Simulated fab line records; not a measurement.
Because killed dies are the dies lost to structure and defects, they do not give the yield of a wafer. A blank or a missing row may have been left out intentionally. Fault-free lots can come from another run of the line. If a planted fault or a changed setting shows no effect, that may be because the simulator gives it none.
Struck lot and sound lot, side by side    flow n5 finfet    23 steps out of a route of 1938
Sound: the wafers L224.2, L224.6. Wafers L219.1, L219.4, L219.5 were the ones struck. The cause is given at the end.
At each step with rows: each side's tool, then ch and its chambers, then its first start. Under that, the readings that differ: sound wafers    struck wafers    difference of the means    sigmas: that difference in standard deviations of wafers without a fault.
alike: readings with means less than 2 such deviations apart, plus words and numbers identical on both sides. not compared: withheld readings, readings lacking a value on some wafer, bounds such as >300 that could conceal the same value, and numbers that have no deviation in the record and whose values overlap.
The two part at a step that has a row with sigmas, a row that says differs or no value, or rows on one side only. When numbers do not overlap yet have no deviation, they are printed without sigmas and do not part them. A reading that every wafer of one side lacks parts them only if that side has two wafers or more.

first, 9 steps without rows for these wafers: N5_GATE_CUT_DESCUM_18 (chemistry O2, time 7 s); N5_GATE_CUT_ETCH_28 (etches underlayer in N2/H2, target depth 13 nm, time 10.4 s); N5_GATE_CUT_ETCH_36 (etches SiARC in CF4, target depth 13 nm, time 21.7 s); N5_GATE_CUT_ETCH_37 (etches SOC in N2/H2, target depth 60 nm, overetch 12 nm, time 90 s); N5_GATE_CUT_STRIP_38 (strips in N2/H2); N5_GATE_CUT_STRIP_39 (strips in N2/H2); N5_GATE_CUT_HM_OPEN_40 (chemistry C4F6/O2, target SiO2, target depth 139 nm, time 85.1 s); N5_GATE_CUT_STRIP_41 (strips in CF4); N5_GATE_CUT_STRIP_42 (strips in O2).
N5_GATE_CUT_ETCH_19: etches SiNx in CH3F/O2, target depth 53.7 nm, time 76.7 s.
  sound on rie diel-06 ch 2,3, day 8 01:41; struck on rie diel-01 ch 1,2,3, day 6 01:58
  no value came back on the struck wafers for any of 8 readings (CH3F_flow_sccm (sccm), O2_flow_sccm (sccm) and others); on the sound wafers CH3F_flow_sccm (sccm) reads 29.95 30.03
reading                                       sound        struck             difference  sigmas
model.SiO2_of_GATE_CUT_HM_DEP_46.thk nm (nm)  124.2 125.6  127.8 129.8 129.8  +4.2        
  not compared: rf hours counter h
N5_GATE_CUT_CUT_ETCH_53: etches W in SF6/Cl2, target depth 79.2 nm.
  sound on rie metal-02 ch 0,1, day 8 01:47; struck on rie metal-02 ch 0,1, day 6 02:04
reading                 sound        struck             difference  sigmas
etch rf on time s (s)   27.2 27.7    34.3 34.3 34.3     +6.8        +6
oes product au (a.u.)   0.72 0.59    0.26 0.25 0.32     -0.38       -3
throttle valve pct (%)  29.07 28.79  27.34 27.34 27.65  -1.49       -5
  alike: SF6_flow_sccm, bias w, drypump motor current A
  not compared: rf hours counter h
N5_GATE_CUT_CUT_ETCH_54: etches TiN in Cl2/BCl3, target depth 96.7 nm.
  sound on rie metal-02 ch 0,1, day 8 01:51; struck on rie metal-02 ch 0,1, day 6 02:08
reading                sound      struck          difference  sigmas
etch rf on time s (s)  38.0 38.2  47.9 47.9 47.9  +9.8        +6
oes product au (a.u.)  0.72 0.59  0.25 0.25 0.31  -0.39       -3
  alike: bcl3 flow sccm, bias w, drypump motor current A, throttle valve pct
  not compared: rf hours counter h
then, 8 steps without rows for these wafers: N5_GATE_CUT_ETCH_47 (etches SiO2 in Cl2/BCl3, target depth 10 nm); N5_GATE_CUT_VAPOR_ETCH_48 (etches TiN in BCl3/Cl2); N5_GATE_CUT_VAPOR_ETCH_49 (etches TiAlC in BCl3/Cl2); N5_GATE_CUT_VAPOR_ETCH_51 (etches HfO2 in BCl3/Cl2); N5_GATE_CUT_STRIP_21 (strips in N2/H2, time 30 s); N5_GATE_CUT_STRIP_29 (strips in post etch residue remover, time 60 s); N5_GATE_CUT_SRD_52 (time 30 s); N5_GATE_CUT_ALD_22 (deposits SiNx, target thk 16 nm, pulse time 1 s, ald cycles 320).
N5_GATE_CUT_CMP_23: polishes, stops on SiO2, t overpolish 23.4 s, target thk 16 nm.
  sound on cmp-02 ch 0,3, day 8 05:26; struck on cmp-03 ch 2,3, day 6 04:02
reading                                       sound        struck         difference  sigmas
model.SiO2_of_GATE_CUT_HM_DEP_46.thk nm (nm)  103.4 104.8  107 108.8 109  +4          
  alike: edge zone pressure frac, motor current A
  not compared: pad life wafers
N5_BEOL_M4_RC_MEAS_101:
  the record has rows for the sound wafers here (prober-02 ch 0, day 11 09:37) and none for the struck ones
-- a jump in the record: the struck wafers' starts before and after are 7 days apart (it breaks off in module BEOL_M4 and resumes in module PASSIVATION, where the first step shown is number 1936 of the route) --
N5_PASSIVATION_PROBE_49:
  record: rows for the struck wafers here (prober-02, day 13 09:51), none for the sound ones

WHERE THEY PART
First at N5_GATE_CUT_ETCH_19; last, within this record, at N5_PASSIVATION_PROBE_49.

WHY: the cause the simulator had injected
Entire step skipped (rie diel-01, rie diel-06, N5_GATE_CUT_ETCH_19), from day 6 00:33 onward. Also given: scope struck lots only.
